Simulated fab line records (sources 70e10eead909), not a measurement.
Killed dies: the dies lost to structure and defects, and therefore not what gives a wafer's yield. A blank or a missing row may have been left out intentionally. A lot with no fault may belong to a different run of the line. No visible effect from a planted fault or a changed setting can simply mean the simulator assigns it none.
Chamber matching ; flow nand harc ; ald metal-03 running NHARC_P_CONTACT_ALD_22: 4 sister chambers
The step deposits TiN, target thk 3 nm, pulse time 1 s, ald cycles 150. 4 wafers are shown with their chamber, then 7 later ones without.

## WAFERS WITH THEIR CHAMBER
wafer;chamber;heater power w (W)
L074.4;3;1062
L087.1;0;941
L090.4;1;987
L090.5;2;1114

## WAFERS WHOSE CHAMBER IS MISSING
wafer;heater power w (W)
L090.6;993
L094.1;1089
L094.3;1018
L094.4;957
L096.1;1140
L096.2;991
L096.5;1040

## EACH ONE'S CHAMBER
wafer;from the rows above;in truth
L090.6;1;1
L094.1;can't be placed: 2 or 3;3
L094.3;can't be placed: 1 or 3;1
L094.4;can't be placed: 0 or 1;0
L096.1;2;2
L096.2;1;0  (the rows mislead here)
L096.5;can't be placed: 3 or 1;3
2 of 7 placed correctly. Cannot be placed on the basis of these rows: 4; the candidates contain the true chamber in 4. Wrongly placed: 1.
How it was worked out, from the rows above alone: a wafer's distance from a chamber is the root of the sum, over the readings, of the square of ((its reading less the chamber's mean) divided by the reading's scatter). The wafer belongs to the nearest chamber; if the next one is less than 2 further off, it can't be placed. The mean given for a chamber averages the wafers shown for that chamber. The scatter (one wafer shown for each chamber): square how far every hidden wafer sits from the nearest shown wafer, average those squares and take the square root.
